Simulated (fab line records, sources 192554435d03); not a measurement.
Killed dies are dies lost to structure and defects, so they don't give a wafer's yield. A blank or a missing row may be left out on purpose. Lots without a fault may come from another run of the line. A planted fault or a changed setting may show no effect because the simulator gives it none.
Split-lot experiment | flow n5_finfet | 7 lots, 39 wafers read, on a route of 1938 steps

THE SPLIT
At N5_BEOL_M2_VIA_ETCH_34 (etches the open film in C4F6/O2, target depth 69.4 nm, time 65.9 s), the setting time_s was moved away from the recipe's 65.9 s on 18 of the 39 wafers read, by -55.6% to +55.2%. The other wafers ran this setting at the recipe's value.

The reading is taken at the split's own step.

THE READING
SOC_of_BEOL_M2_COAT_67.thk_nm (the simulator's own value, which no gauge read), in nm, at N5_BEOL_M2_VIA_ETCH_34 (etches the open film in C4F6/O2, target depth 69.4 nm, time 65.9 s). The file gives no usual value for it. The 21 wafers here that ran the recipe average 51.9 nm, standard deviation 0.32 nm.

wafer  | tool, chamber at the split | time_s as run, s | against the recipe | SOC_of_BEOL_M2_COAT_67.thk_nm, nm | against lot-mates on the recipe
L080.1 | rie_diel-01, 1             | 65.9             | recipe             | 52                                | -
L080.2 | rie_diel-01, 3             | 102.3            | +55.2%             | 47                                | -4.7
L080.3 | rie_diel-01, 2             | 65.9             | recipe             | 51.6                              | -
L080.4 | rie_diel-01, 1             | 102.3            | +55.2%             | 47.6                              | -4.1
L080.5 | rie_diel-01, 2             | 65.9             | recipe             | 51.6                              | -
L080.6 | rie_diel-01, 3             | 102.3            | +55.2%             | 47.4                              | -4.3
L082.1 | rie_diel-05, 2             | 65.9             | recipe             | 51.6                              | -
L082.2 | rie_diel-05, 3             | 29.28            | -55.6%             | 55.8                              | +4.3
L082.3 | rie_diel-05, 1             | 29.28            | -55.6%             | 56.2                              | +4.7
L082.4 | rie_diel-05, 0             | 65.9             | recipe             | 51.4                              | -
L082.5 | rie_diel-05, 3             | 65.9             | recipe             | 51.6                              | -
L082.6 | rie_diel-05, 0             | 29.28            | -55.6%             | 56                                | +4.5
L086.1 | rie_diel-05, 0             | 34.26            | -48.0%             | 56                                | +4.0
L086.2 | rie_diel-05, 3             | 34.26            | -48.0%             | 55.8                              | +3.8
L086.3 | rie_diel-05, 2             | 34.26            | -48.0%             | 55.8                              | +3.8
L086.4 | rie_diel-05, 1             | 65.9             | recipe             | 52                                | -
L086.5 | rie_diel-05, 1             | 65.9             | recipe             | 52                                | -
L086.6 | rie_diel-05, 2             | 65.9             | recipe             | 52                                | -
L087.1 | rie_diel-04, 3             | 65.9             | recipe             | 52                                | -
L087.2 | rie_diel-04, 1             | 48.96            | -25.7%             | 54.2                              | +1.8
L087.3 | rie_diel-04, 2             | 65.9             | recipe             | 52.4                              | -
L087.4 | rie_diel-04, 3             | 48.96            | -25.7%             | 54.2                              | +1.8
L087.5 | rie_diel-04, 1             | 48.96            | -25.7%             | 54.2                              | +1.8
L087.6 | rie_diel-04, 2             | 65.9             | recipe             | 52.8                              | -
L091.1 | rie_diel-04, 2             | 100.9            | +53.1%             | 48.6                              | -3.2
L091.2 | rie_diel-04, 1             | 100.9            | +53.1%             | 47.6                              | -4.2
L091.3 | rie_diel-04, 3             | 65.9             | recipe             | 51.8                              | -
L091.4 | rie_diel-04, 0             | 100.9            | +53.1%             | 47.2                              | -4.6
L091.5 | rie_diel-04, 1             | 65.9             | recipe             | 51.8                              | -
L091.6 | rie_diel-04, 0             | 65.9             | recipe             | 51.8                              | -
L097.1 | rie_diel-04, 0             | 65.9             | recipe             | 51.8                              | -
L097.4 | rie_diel-04, 1             | 65.9             | recipe             | 51.6                              | -
L097.6 | rie_diel-04, 0             | 65.9             | recipe             | 51.6                              | -
L095.1 | rie_diel-05, 2             | 50.74            | -23.0%             | 54                                | +1.9
L095.2 | rie_diel-05, 1             | 65.9             | recipe             | 52                                | -
L095.3 | rie_diel-05, 0             | 50.74            | -23.0%             | 53.8                              | +1.7
L095.4 | rie_diel-05, 3             | 65.9             | recipe             | 52.2                              | -
L095.5 | rie_diel-05, 1             | 65.9             | recipe             | 52.2                              | -
L095.6 | rie_diel-05, 2             | 50.74            | -23.0%             | 53.8                              | +1.7

THE FIT
A straight line over all 39 wafers: SOC_of_BEOL_M2_COAT_67.thk_nm changes by -0.0797 nm for each +1% of time_s; r = -0.99; the points scatter about the line by 0.34 nm.
The same after taking each lot's own level away (the mean of its wafers on the recipe; 39 wafers): -0.0783 nm for each +1%; r = -1.00; scatter 0.24 nm.
On that fit, the largest move of time_s shifts the reading by 4.4 nm.
The lots' own levels span 51.53 to 52.40 nm, that is 2.7 times the standard deviation above.
So the lot-to-lot level changes the slope little: the two slopes agree.
Check: with one of the wafers moved furthest among these (-55.6%) left out of the fit, the line predicts +4.36 nm for it against its lot-mates. It came out at +4.27 nm against them.

OTHER SPLITS ON THESE WAFERS
These wafers also went through other splits before the reading. Each is held against what the fit with the lots' levels taken away leaves over:
other split on the same wafers | wafers away from the commonest value | r with SOC_of_BEOL_M2_COAT_67.thk_nm (lot level and that fit taken away)
N5_HKMG_FIN_ALD_91 ald_cycles  | 15                                   | +0.07

THE WHOLE CHAIN: every reading that the file lists as answering this split, in the file's order
step                   | what it does                                                       | reading                                                                        | change (the file's fit)                | r (the file's)
N5_BEOL_M2_VIA_ETCH_34 | etches the open film in C4F6/O2, target depth 69.4 nm, time 65.9 s | etch.depth_nm (the simulator's own value, which no gauge read)                 | +0.68 nm for each +1% of the setting   | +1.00
N5_BEOL_M2_VIA_ETCH_34 | etches the open film in C4F6/O2, target depth 69.4 nm, time 65.9 s | SOC_of_BEOL_M2_COAT_67.thk_nm (the simulator's own value, which no gauge read) | -0.0783 nm for each +1% of the setting | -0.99

THE FILE'S OWN FIT
SOC_of_BEOL_M2_COAT_67.thk_nm changes by -0.0783 nm for each +1% of time_s, r = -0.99.
